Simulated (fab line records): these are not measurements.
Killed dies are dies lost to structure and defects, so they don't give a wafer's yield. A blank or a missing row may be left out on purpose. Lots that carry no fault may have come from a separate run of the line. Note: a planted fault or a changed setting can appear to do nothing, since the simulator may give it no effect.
fab line records	flow n5_finfet
record lots=7	wafers=21
route steps=1938 shown BEOL_M10@1480 BEOL_M12@1602 BEOL_M13@1713
start_h: start of the lot's first displayed wafer, in hours after the record's first day	wait_h: time in hours since the lot's previous step	" as in the row above	L1.1+2: a row that stands for several wafers	- no value, or no start given	* or withheld: withheld	< > ~ a bound
route shown NAME@n: names a module that has steps shown in the file, with the first one's number in the route	usual: mean/standard deviation of fault-free wafers	same: alike in all rows	chamber/n: place in a boat	sites: readings site by site	_std_site: standard deviation across them	_edge_site: inner sites' mean taken away from outer sites' mean	radius_mm: how far each site lies from the wafer's centre	mask NAME#n: copy n	behind: the tool/chamber that last shaped the wafer	hold: what put the lot on hold/how long, in hours/how the hold closed	device: whichever transistor did not switch (one of n, p or np)	end of line: tests run on the same wafers once the route is complete	a step with no rows: only its recipe	killed: not the wafer's yield, but the dies lost to structure and defects at the first sort	map: shows each die of a wafer: x if killed, . if not, _ if none is there
set.NAME: the setting that was run; set.NAME@STEP: the one run at that earlier step	model.NAME: the simulator's own value behind a step, which no gauge read
lots whose settings were changed on purpose; a table a step, a row a wafer
## steps
# step N5_BEOL_M10_EXPOSE_08
# recipe mask_id=M10	na=1.35	source_shape=dipole	sigma_inner=0.411	sigma_outer=0.611	polarization=te	dose_mj=53.75
lot.wafer	tool	chamber	start_h	wait_h	mask	set.dose_mj
L077.2+5	arfi_scanner-01	0	267.15	-	M10#0	53.75
L077.3	"	0	"	"	M10#0	56.87
L080.2+6	arfi_scanner-03	0	282.46	-	M10#0	53.75
L080.4	"	0	"	"	M10#0	51.61
L083.3+5+6	arfi_scanner-02	0	286.77	-	M10#0	53.75
L090.1+3+6	arfi_scanner-03	0	326.09	-	M10#0	53.75
L095.1+2+5	arfi_scanner-03	0	355.15	-	M10#0	53.75
L096.2	arfi_scanner-01	0	379.93	-	M10#0	55.61
L096.3+6	"	0	"	"	M10#0	53.75
L097.1+3	arfi_scanner-02	0	411.38	-	M10#0	53.75
L097.2	"	0	"	"	M10#0	56.35
# step N5_BEOL_M10_PEB_09
# recipe peb_temp_c=withheld	peb_time_s=60	resist=CAR-ArF
# step N5_BEOL_M10_DEVELOP_10
# recipe develop_time_s=30	developer=TMAH	resist=CAR-ArF	rinse_liquid=diw	dry=air_spin	dev_temp_c=23
# step N5_BEOL_M10_CD_MEAS_11
# recipe target_cd_nm=64.1	landing_energy_ev=500	detector=se_inlens	polarity=opening
# usual cd_nm=64.1/0.53
lot.wafer	tool	chamber	start_h	wait_h	set.dose_mj@BEOL_M10_EXPOSE_08	cd_nm
L077.2	cd_sem-01	0	267.27	-	53.75	63.7
L077.3	"	0	"	"	56.87	67.1
L077.5	"	0	"	"	53.75	63.8
L080.2	cd_sem-03	0	282.58	-	53.75	63.9
L080.4	"	0	"	"	51.61	61.9
L080.6	"	0	"	"	53.75	64.4
L083.3	cd_sem-02	0	286.89	-	53.75	63.9
L083.5	"	0	"	"	53.75	64.6
L083.6	"	0	"	"	53.75	64.9
L090.1	cd_sem-03	0	326.22	-	53.75	63.8
L090.3	"	0	"	"	53.75	64.3
L090.6	"	0	"	"	53.75	64.1
L095.1	cd_sem-03	0	355.28	-	53.75	62.8
L095.2	"	0	"	"	53.75	63.9
L095.5	"	0	"	"	53.75	64.4
L096.2	cd_sem-02	0	380.05	-	55.61	66.7
L096.3	"	0	"	"	53.75	65.1
L096.6	"	0	"	"	53.75	64.3
L097.1	cd_sem-03	0	411.51	-	53.75	63.8
L097.2	"	0	"	"	56.35	65.9
L097.3	"	0	"	"	53.75	63.9
# step N5_BEOL_M10_DESCUM_16
# recipe chemistry=O2	time_s=7.9	source_power_w=50	bias_power_w=20	pressure_mtorr=20	rf_frequency_hz=2.712e+07	temp_c=40	resist=CAR-ArF	o2_flow_sccm=225
# step N5_BEOL_M10_ETCH_61
# recipe chemistry=CF4	target=SiARC	target_depth_a=390	mask_material=CAR-ArF	time_s=65	ion_energy_ev=80	pressure_mtorr=40	source_w=545	bias_w=36	Ar_flow_sccm=100	cf4_flow_sccm=100	ends=cleared
lot.wafer	tool	chamber	start_h	wait_h	set.dose_mj@BEOL_M10_EXPOSE_08	model.BEOL_M10.cd_offset_nm
L077.2	rie_diel-01	2	267.39	0.0	53.75	-0.4
L077.3	"	0	"	"	56.87	3
L077.5	"	0	"	"	53.75	-1
L080.2	rie_diel-04	0	282.71	0.0	53.75	0
L080.4	"	1	"	"	51.61	-1.8
L080.6	"	3	"	"	53.75	0.2
L083.3	rie_diel-04	3	287.01	0.0	53.75	0
L083.5	"	1	"	"	53.75	0.8
L083.6	"	2	"	"	53.75	0.6
L090.1	rie_diel-04	0	326.34	0.0	53.75	-0.2
L090.3+6	"	3,0	"	"	53.75	0
L095.1	rie_diel-02	0	355.40	0.0	53.75	-1
L095.2	"	1	"	"	53.75	0
L095.5	"	2	"	"	53.75	0.2
L096.2	rie_diel-02	3	380.17	0.0	55.61	2.8
L096.3	"	0	"	"	53.75	0.6
L096.6	"	1	"	"	53.75	0
L097.1	rie_diel-02	2	411.63	0.0	53.75	-0.4
L097.2	"	3	"	"	56.35	2
L097.3	"	1	"	"	53.75	-0.2
# step N5_BEOL_M10_ETCH_62
# recipe chemistry=N2/H2	target=SOC	target_depth_a=1100	overetch_a=220	mask_material=SiARC	temp_c=40	time_s=165	ion_energy_ev=200	pressure_mtorr=30	source_w=840	bias_w=150	n2_flow_sccm=200	h2_flow_sccm=200
lot.wafer	tool	chamber	start_h	wait_h	set.dose_mj@BEOL_M10_EXPOSE_08	model.BEOL_M10.cd_offset_nm
L077.2	rie_diel-01	2	267.44	0.0	53.75	-0.2
L077.3	"	0	"	"	56.87	2.4
L077.5	"	0	"	"	53.75	-1.6
L080.2	rie_diel-04	0	282.76	0.0	53.75	-0.2
L080.4	"	1	"	"	51.61	-2.2
L080.6	"	3	"	"	53.75	0
L083.3	rie_diel-04	3	287.06	0.0	53.75	0
L083.5	"	1	"	"	53.75	0.8
L083.6	"	2	"	"	53.75	0.6
L090.1+6	rie_diel-04	0	326.39	0.0	53.75	-0.4
L090.3	"	3	"	"	53.75	0.2
L095.1	rie_diel-02	0	355.45	0.0	53.75	-1
L095.2	"	1	"	"	53.75	0.2
L095.5	"	2	"	"	53.75	0
L096.2	rie_diel-02	3	380.22	0.0	55.61	3.2
L096.3	"	0	"	"	53.75	1
L096.6	"	1	"	"	53.75	0.4
L097.1	rie_diel-02	2	411.68	0.0	53.75	-1
L097.2	"	3	"	"	56.35	2.2
L097.3	"	1	"	"	53.75	0
# step N5_BEOL_M10_STRIP_68
# recipe chemistry=N2/H2	temp_c=40	n2_flow_sccm=200	h2_flow_sccm=200	rf_frequency_hz=6e+07
# step N5_BEOL_M10_STRIP_67
# recipe chemistry=CF4	resist=SiARC	power_w=300	bias_power_w=75	pressure_mtorr=50	cf4_flow_sccm=150	rf_frequency_hz=6e+07
# step N5_BEOL_M10_HM_OPEN_17
# recipe chemistry=Cl2/BCl3	target_depth_a=200	overetch_a=60	target=TiN	mask_material=SOC	ion_energy_ev=150	pressure_mtorr=10	icp_w=1000	bias_w=126	Cl2_flow_sccm=53.25	bcl3_flow_sccm=21.75	Ar_flow_sccm=25
lot.wafer	tool	chamber	start_h	wait_h	set.dose_mj@BEOL_M10_EXPOSE_08	model.BEOL_M10.cd_offset_nm
L077.2	rie_metal-03	0	267.63	0.0	53.75	-0.2
L077.3	"	0	"	"	56.87	2.4
L077.5	"	1	"	"	53.75	-1.6
L080.2	rie_metal-03	1	282.95	0.0	53.75	-0.2
L080.4	"	1	"	"	51.61	-2.4
L080.6	"	0	"	"	53.75	0.2
L083.3	rie_metal-03	1	287.27	0.1	53.75	0.2
L083.5	"	0	"	"	53.75	1
L083.6	"	1	"	"	53.75	0.8
L090.1	rie_metal-03	0	326.58	0.0	53.75	-0.4
L090.3	"	0	"	"	53.75	0.2
L090.6	"	0	"	"	53.75	-0.2
L095.1	rie_metal-03	0	355.64	0.0	53.75	-0.8
L095.2	"	1	"	"	53.75	0.2
L095.5	"	1	"	"	53.75	0
L096.2	rie_metal-02	0	380.42	0.0	55.61	3
L096.3	"	1	"	"	53.75	1.2
L096.6	"	0	"	"	53.75	0.4
L097.1	rie_metal-01	0	411.87	0.0	53.75	-1
L097.2	"	1	"	"	56.35	2
L097.3	"	0	"	"	53.75	0.2
# step N5_BEOL_M10_STRIP_19
# recipe chemistry=O2	power_w=400	temp_c=40	pressure_mtorr=30	rf_frequency_hz=6e+07	bias_power_w=0	overash_fraction=0.2	o2_flow_sccm=225
# step N5_BEOL_M10_CD_MEAS_18
# recipe pitch_nm=140	target_cd_nm=70
# usual cd_nm=70.1/0.66
lot.wafer	tool	chamber	start_h	wait_h	set.dose_mj@BEOL_M10_EXPOSE_08	cd_nm
L077.2	cd_sem-03	-	267.81	0.1	53.75	69.8
L077.3	"	-	"	"	56.87	72.5
L077.5	"	-	"	"	53.75	68.3
L080.2	cd_sem-02	-	283.13	0.1	53.75	69.5
L080.4	"	-	"	"	51.61	68.0
L080.6	"	-	"	"	53.75	70.0
L083.3	cd_sem-02	-	287.43	0.1	53.75	70.4
L083.5	"	-	"	"	53.75	70.9
L083.6	"	-	"	"	53.75	70.3
L090.1	cd_sem-02	-	326.76	0.0	53.75	69.9
L090.3	"	-	"	"	53.75	70.6
L090.6	"	-	"	"	53.75	69.5
L095.1	cd_sem-01	-	355.88	0.0	53.75	68.9
L095.2	"	-	"	"	53.75	69.8
L095.5	"	-	"	"	53.75	70.2
L096.2	cd_sem-01	-	380.61	0.1	55.61	73.3
L096.3	"	-	"	"	53.75	71.3
L096.6	"	-	"	"	53.75	70.1
L097.1	cd_sem-03	-	412.05	0.0	53.75	69.1
L097.2	"	-	"	"	56.35	72.3
L097.3	"	-	"	"	53.75	70.0
# step N5_BEOL_M10_COAT_63
# recipe resist=SOC	temp_c=250	time_s=60	spin_rpm=1500	resist_thk_nm=100
# step N5_BEOL_M10_COAT_64
# recipe resist=SiARC	temp_c=220	time_s=60	spin_rpm=1500	resist_thk_nm=30
# step N5_BEOL_M10_PRECLEAN_42
# recipe chemistry=residue_remover	time_s=60	temp_c=40
# step N5_BEOL_M10_SRD_43
# recipe time_s=30	temp_c=23	rinse_liquid=diw	dry=ipa_marangoni
# step N5_BEOL_M10_CD_MEAS_35
# recipe target_cd_nm=70	polarity=opening
# usual cd_nm=70.2/0.71
lot.wafer	tool	chamber	start_h	wait_h	set.dose_mj@BEOL_M10_EXPOSE_08	cd_nm
L077.2	cd_sem-02	-	270.20	0.0	53.75	69.8
L077.3	"	-	"	"	56.87	72.6
L077.5	"	-	"	"	53.75	68.4
L080.2	cd_sem-02	-	284.28	0.0	53.75	69.4
L080.4	"	-	"	"	51.61	67.5
L080.6	"	-	"	"	53.75	69.9
L083.3	cd_sem-02	-	290.75	0.0	53.75	70.2
L083.5	"	-	"	"	53.75	70.8
L083.6	"	-	"	"	53.75	70.7
L090.1	cd_sem-02	-	328.24	0.0	53.75	69.3
L090.3	"	-	"	"	53.75	70.2
L090.6	"	-	"	"	53.75	69.9
L095.1	cd_sem-03	-	357.81	0.0	53.75	68.9
L095.2	"	-	"	"	53.75	70.2
L095.5	"	-	"	"	53.75	69.9
L096.2	cd_sem-03	-	383.85	0.0	55.61	72.9
L096.3	"	-	"	"	53.75	71.2
L096.6	"	-	"	"	53.75	70.3
L097.1	cd_sem-02	-	415.79	0.0	53.75	69.0
L097.2	"	-	"	"	56.35	71.9
L097.3	"	-	"	"	53.75	69.8
# step N5_BEOL_M12_ILD_DEP_00
# recipe material=SiOC	target_thk_a=6589.2	temp_c=350	precursor=DEMS/O2	pressure_torr=5	rf_w=500	time_s=130.7
lot.wafer	tool	chamber	start_h	wait_h	set.time_s	model.SiOC_of_BEOL_M12_ILD_DEP_00.thk_nm
L077.2	pecvd-03	0	278.84	0.0	130.7	644.2
L077.3	"	1	"	"	130.7	638
L077.5	"	1	"	"	130.7	654.8
L080.2	pecvd-01	2	297.97	0.0	130.7	659
L080.4	"	2	"	"	130.7	661.4
L080.6	"	2	"	"	130.7	669.6
L083.3	pecvd-02	1	302.49	0.0	130.7	646.6
L083.5	"	1	"	"	144	731.4
L083.6	"	2	"	"	144	717.2
L090.1	pecvd-02	1	336.58	0.0	136.8	694
L090.3	"	2	"	"	136.8	679
L090.6	"	0	"	"	130.7	666.2
L095.1	pecvd-01	1	368.03	0.0	130.7	637
L095.2	"	2	"	"	130.7	658
L095.5	"	2	"	"	130.7	665.2
L096.2	pecvd-02	0	394.38	0.0	146.1	740.6
L096.3	"	1	"	"	130.7	668.2
L096.6	"	2	"	"	146.1	748.2
L097.1	pecvd-03	1	429.61	0.0	124.7	618.8
L097.2	"	2	"	"	124.7	615.8
L097.3	"	0	"	"	124.7	613.6
# step N5_BEOL_M12_THK_MEAS_01
# recipe reads=SiOC_of_BEOL_M12_ILD_DEP_00
# usual M12_ILD_THK=659/9.3
lot.wafer	tool	chamber	start_h	wait_h	set.time_s@BEOL_M12_ILD_DEP_00	M12_ILD_THK[nm]
L077.2	film_metro-01	-	278.97	0.1	130.7	644
L077.3	"	-	"	"	130.7	638
L077.5	"	-	"	"	130.7	655
L080.2	film_metro-02	-	298.15	0.1	130.7	659
L080.4	"	-	"	"	130.7	661
L080.6	"	-	"	"	130.7	670
L083.3	film_metro-01	-	302.62	0.1	130.7	646
L083.5	"	-	"	"	144	731
L083.6	"	-	"	"	144	718
L090.1	film_metro-02	-	336.72	0.1	136.8	694
L090.3	"	-	"	"	136.8	680
L090.6	"	-	"	"	130.7	666
L095.1	film_metro-02	-	368.16	0.1	130.7	638
L095.2	"	-	"	"	130.7	658
L095.5	"	-	"	"	130.7	665
L096.2	film_metro-01	-	394.51	0.1	146.1	741
L096.3	"	-	"	"	130.7	668
L096.6	"	-	"	"	146.1	748
L097.1	film_metro-01	-	429.74	0.1	124.7	619
L097.2	"	-	"	"	124.7	616
L097.3	"	-	"	"	124.7	614
# step N5_BEOL_M12_COAT_58
# recipe resist=BARC	temp_c=205	time_s=60	spin_rpm=1500	resist_thk_nm=89
lot.wafer	tool	chamber	start_h	wait_h	set.spin_rpm	model.BARC_of_BEOL_M12_COAT_58.thk_nm
L077.2	litho_track-01	0	279.01	0.0	1500	88.8
L077.3	"	0	"	"	1447	90.2
L077.5	"	0	"	"	1500	89
L080.2	litho_track-03	0	298.19	0.0	1413	91.8
L080.4	"	0	"	"	1500	89.2
L080.6	"	0	"	"	1500	89.4
L083.3+5	litho_track-03	0	302.65	0.0	1589	86.8
L083.6	"	0	"	"	1500	89
L090.1	litho_track-04	0	336.75	0.0	1500	89
L090.3	"	0	"	"	1608	86.4
L090.6	"	0	"	"	1608	86.2
L095.1	litho_track-04	0	368.19	0.0	1500	89
L095.2+5	"	0	"	"	1500	89.2
L096.2	litho_track-01	0	394.54	0.0	1500	89
L096.3+6	"	0	"	"	1500	88.8
L097.1+2	litho_track-03	0	429.77	0.0	1662	84.2
L097.3	"	0	"	"	1500	88.6
# step N5_BEOL_M12_COAT_04
# recipe spin_rpm=1625	resist_thk_nm=400
# step N5_BEOL_M12_EBR_06
# recipe solvent=PGMEA	ebr_width_mm=1.5
# step N5_BEOL_M12_DESCUM_15
# recipe chemistry=O2	time_s=7.9	source_power_w=50	bias_power_w=20	pressure_mtorr=20	rf_frequency_hz=2.712e+07	temp_c=40	o2_flow_sccm=225
# step N5_BEOL_M12_ETCH_59
# recipe chemistry=N2/H2	target=BARC	target_depth_a=890	overetch_a=267	time_s=67.9	ion_energy_ev=200	pressure_mtorr=30	source_w=840	bias_w=150	n2_flow_sccm=200	h2_flow_sccm=200
lot.wafer	tool	chamber	start_h	wait_h	set.spin_rpm@BEOL_M12_COAT_58	model.etch.depth_nm
L077.2	rie_diel-02	3	279.40	0.0	1500	88.73
L077.3	"	0	"	"	1447	90.29
L077.5	"	1	"	"	1500	88.99
L080.2	rie_diel-01	1	298.71	0.0	1413	91.87
L080.4	"	3	"	"	1500	89.19
L080.6	"	3	"	"	1500	89.45
L083.3	rie_diel-01	1	303.19	0.0	1589	86.76
L083.5	"	3	"	"	1589	86.75
L083.6	"	0	"	"	1500	89.1
L090.1	rie_diel-01	2	337.27	0.0	1500	89
L090.3	"	3	"	"	1608	86.32
L090.6	"	3	"	"	1608	86.22
L095.1	rie_diel-04	2	368.71	0.0	1500	89.08
L095.2	"	1	"	"	1500	89.11
L095.5	"	1	"	"	1500	89.15
L096.2	rie_diel-01	1	395.24	0.0	1500	88.98
L096.3	"	2	"	"	1500	88.77
L096.6	"	2	"	"	1500	88.78
L097.1	rie_diel-04	0	430.17	0.0	1662	84.18
L097.2	"	3	"	"	1662	84.25
L097.3	"	1	"	"	1500	88.56
# step N5_BEOL_M12_VIA_ETCH_16
# recipe chemistry=C4F8/O2/Ar	target=SiOC	pressure_mtorr=30	source_w=3000	bias_w=700	Ar_flow_sccm=400	C4F8_flow_sccm=15	O2_flow_sccm=8	he_inner_torr=15	he_outer_torr=30	target_depth_a=7248	time_s=withheld	ion_energy_ev=250	ends=cleared
lot.wafer	tool	chamber	start_h	wait_h	set.time_s@BEOL_M12_ILD_DEP_00	model.etch.depth_nm	model.coat_of_BEOL_M12_COAT_04.thk_nm
L077.2	rie_diel-02	3	279.45	0.0	*	644.1	122.6
L077.3	"	0	"	"	*	638.1	128.4
L077.5	"	1	"	"	*	654.8	125.2
L080.2	rie_diel-01	1	298.76	0.0	*	659	122.4
L080.4	"	3	"	"	*	661.5	122
L080.6	"	3	"	"	*	669.5	118.4
L083.3	rie_diel-01	1	303.24	0.0	*	646.6	125.6
L083.5	"	3	"	"	*	731.4	102.6
L083.6	"	0	"	"	*	717.1	107.8
L090.1	rie_diel-01	2	337.32	0.0	*	694	112.2
L090.3	"	3	"	"	*	679.1	117.4
L090.6	"	3	"	"	*	666.1	121.2
L095.1	rie_diel-04	2	368.76	0.0	*	637	129
L095.2	"	1	"	"	*	658.1	123.4
L095.5	"	1	"	"	*	665.1	121.6
L096.2	rie_diel-01	1	395.30	0.0	*	740.6	98.2
L096.3	"	2	"	"	*	668.2	120.6
L096.6	"	2	"	"	*	748.3	95.6
L097.1	rie_diel-04	0	430.22	0.0	*	618.9	137.8
L097.2	"	3	"	"	*	615.8	137.4
L097.3	"	1	"	"	*	613.6	135.6
# step N5_BEOL_M12_STRIP_63
# recipe chemistry=N2/H2	power_w=1000	temp_c=250	h2_frac=0.65	overash_fraction=0.3	pressure_mtorr=1000	n2_flow_sccm=1750	h2_flow_sccm=3250
# usual strip_time_to_endpoint_s=42.4/0.93
lot.wafer	tool	chamber	start_h	wait_h	set.time_s@BEOL_M12_ILD_DEP_00	strip_time_to_endpoint_s
L077.2	plasma_asher-01	1	279.65	-	130.7	42.4
L077.3	"	0	"	"	130.7	43.9
L077.5	"	0	"	"	130.7	43.1
L080.2	plasma_asher-02	0	298.96	-	130.7	42.3
L080.4	"	0	"	"	130.7	42.2
L080.6	"	0	"	"	130.7	41.3
L083.3	plasma_asher-02	1	303.46	-	130.7	43.2
L083.5	"	1	"	"	144	36.9
L083.6	"	0	"	"	144	38.4
L090.1	plasma_asher-02	1	337.52	-	136.8	39.6
L090.3	"	0	"	"	136.8	41.0
L090.6	"	1	"	"	130.7	42.0
L095.1	plasma_asher-02	0	368.96	-	130.7	44.1
L095.2	"	1	"	"	130.7	42.6
L095.5	"	0	"	"	130.7	42.1
L096.2	plasma_asher-01	0	395.50	-	146.1	35.7
L096.3	"	1	"	"	130.7	41.9
L096.6	"	0	"	"	146.1	35.0
L097.1	plasma_asher-02	0	430.42	-	124.7	46.4
L097.2	"	1	"	"	124.7	46.3
L097.3	"	1	"	"	124.7	45.8
# step N5_BEOL_M12_STRIP_64
# recipe chemistry=N2/H2	power_w=1000	temp_c=250	h2_frac=0.65	overash_fraction=0.3	pressure_mtorr=withheld	n2_flow_sccm=1750	h2_flow_sccm=3250
# usual strip_time_to_endpoint_s=31.32/0.073
lot.wafer	tool	chamber	start_h	wait_h	set.spin_rpm@BEOL_M12_COAT_58	strip_time_to_endpoint_s
L077.2	plasma_asher-01	1	279.71	0.0	1500	31.23
L077.3	"	0	"	"	1447	31.69
L077.5	"	0	"	"	1500	31.32
L080.2	plasma_asher-02	0	299.02	0.0	1413	32.11
L080.4	"	0	"	"	1500	31.37
L080.6	"	0	"	"	1500	31.44
L083.3	plasma_asher-02	1	303.52	0.0	1589	30.67
L083.5	"	1	"	"	1589	30.66
L083.6	"	0	"	"	1500	31.33
L090.1	plasma_asher-02	1	337.58	0.0	1500	31.30
L090.3	"	0	"	"	1608	30.55
L090.6	"	1	"	"	1608	30.52
L095.1	plasma_asher-02	0	369.02	0.0	1500	31.33
L095.2	"	1	"	"	1500	31.35
L095.5	"	0	"	"	1500	31.35
L096.2	plasma_asher-01	0	395.56	0.0	1500	31.30
L096.3	"	1	"	"	1500	31.24
L096.6	"	0	"	"	1500	31.25
L097.1	plasma_asher-02	0	430.48	0.0	1662	29.93
L097.2	"	1	"	"	1662	29.96
L097.3	"	1	"	"	1500	31.19
# step N5_BEOL_M13_DEP_53
# recipe material=SiCN	target_thk_a=500	temp_c=withheld	precursor=3MS/NH3	pressure_torr=3	rf_w=675	time_s=17.8
lot.wafer	tool	chamber	start_h	wait_h	set.time_s	model.SiCN_of_BEOL_M13_DEP_53.thk_nm
L077.2	pecvd-02	2	287.97	0.0	17.8	48.8
L077.3	"	0	"	"	17.8	49.2
L077.5	"	0	"	"	18.73	52.2
L080.2	pecvd-04	1	306.40	0.0	17.8	49.6
L080.4	"	2	"	"	17.8	50.8
L080.6	"	1	"	"	17.8	50.4
L083.3	pecvd-02	2	315.27	0.0	17.8	49.4
L083.5	"	0	"	"	17.8	50.2
L083.6	"	1	"	"	17.8	50
L090.1	pecvd-03	1	347.12	0.0	18.6	52
L090.3	"	0	"	"	18.6	51
L090.6	"	2	"	"	18.6	52.4
L095.1	pecvd-03	0	381.48	0.0	17.8	50.4
L095.2	"	1	"	"	17.8	49.6
L095.5	"	2	"	"	17.8	51.6
L096.2	pecvd-03	0	403.89	0.0	17.8	49.4
L096.3	"	2	"	"	17.8	49.2
L096.6	"	2	"	"	19.08	54.2
L097.1	pecvd-02	0	444.60	0.0	17.8	49
L097.2	"	2	"	"	16.06	44.6
L097.3	"	1	"	"	17.8	49.6
## key
split step=N5_BEOL_M10_EXPOSE_08	setting=dose_mj	stated=53.75	by=wafer
response step=N5_BEOL_M10_CD_MEAS_11	reading=cd_nm	change=+0.53	per=1%	r=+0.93
response step=N5_BEOL_M10_ETCH_61	reading=model.BEOL_M10.cd_offset_nm	change=+0.575	per=1%	r=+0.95
response step=N5_BEOL_M10_ETCH_62	reading=model.BEOL_M10.cd_offset_nm	change=+0.58	per=1%	r=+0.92
response step=N5_BEOL_M10_HM_OPEN_17	reading=model.BEOL_M10.cd_offset_nm	change=+0.564	per=1%	r=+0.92
response step=N5_BEOL_M10_CD_MEAS_18	reading=cd_nm	change=+0.583	per=1%	r=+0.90
response step=N5_BEOL_M10_CD_MEAS_35	reading=cd_nm	change=+0.563	per=1%	r=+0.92
split step=N5_BEOL_M12_ILD_DEP_00	setting=time_s	stated=130.7	by=wafer
response step=N5_BEOL_M12_ILD_DEP_00	reading=model.SiOC_of_BEOL_M12_ILD_DEP_00.thk_nm	change=+6.75	per=1%	r=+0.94
response step=N5_BEOL_M12_THK_MEAS_01	reading=M12_ILD_THK	change=+6.77	per=1%	r=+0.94
response step=N5_BEOL_M12_VIA_ETCH_16	reading=model.etch.depth_nm	change=+6.75	per=1%	r=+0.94
response step=N5_BEOL_M12_VIA_ETCH_16	reading=model.coat_of_BEOL_M12_COAT_04.thk_nm	change=-1.96	per=1%	r=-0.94
response step=N5_BEOL_M12_STRIP_63	reading=strip_time_to_endpoint_s	change=*	per=1%	r=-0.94
split step=N5_BEOL_M12_COAT_58	setting=spin_rpm	stated=1500	by=wafer
response step=N5_BEOL_M12_COAT_58	reading=model.BARC_of_BEOL_M12_COAT_58.thk_nm	change=-0.397	per=1%	r=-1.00
response step=N5_BEOL_M12_ETCH_59	reading=model.etch.depth_nm	change=-0.402	per=1%	r=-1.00
response step=N5_BEOL_M12_STRIP_64	reading=strip_time_to_endpoint_s	change=*	per=1%	r=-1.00
split step=N5_BEOL_M13_DEP_53	setting=time_s	stated=17.8	by=wafer
response step=N5_BEOL_M13_DEP_53	reading=model.SiCN_of_BEOL_M13_DEP_53.thk_nm	change=+0.561	per=1%	r=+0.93
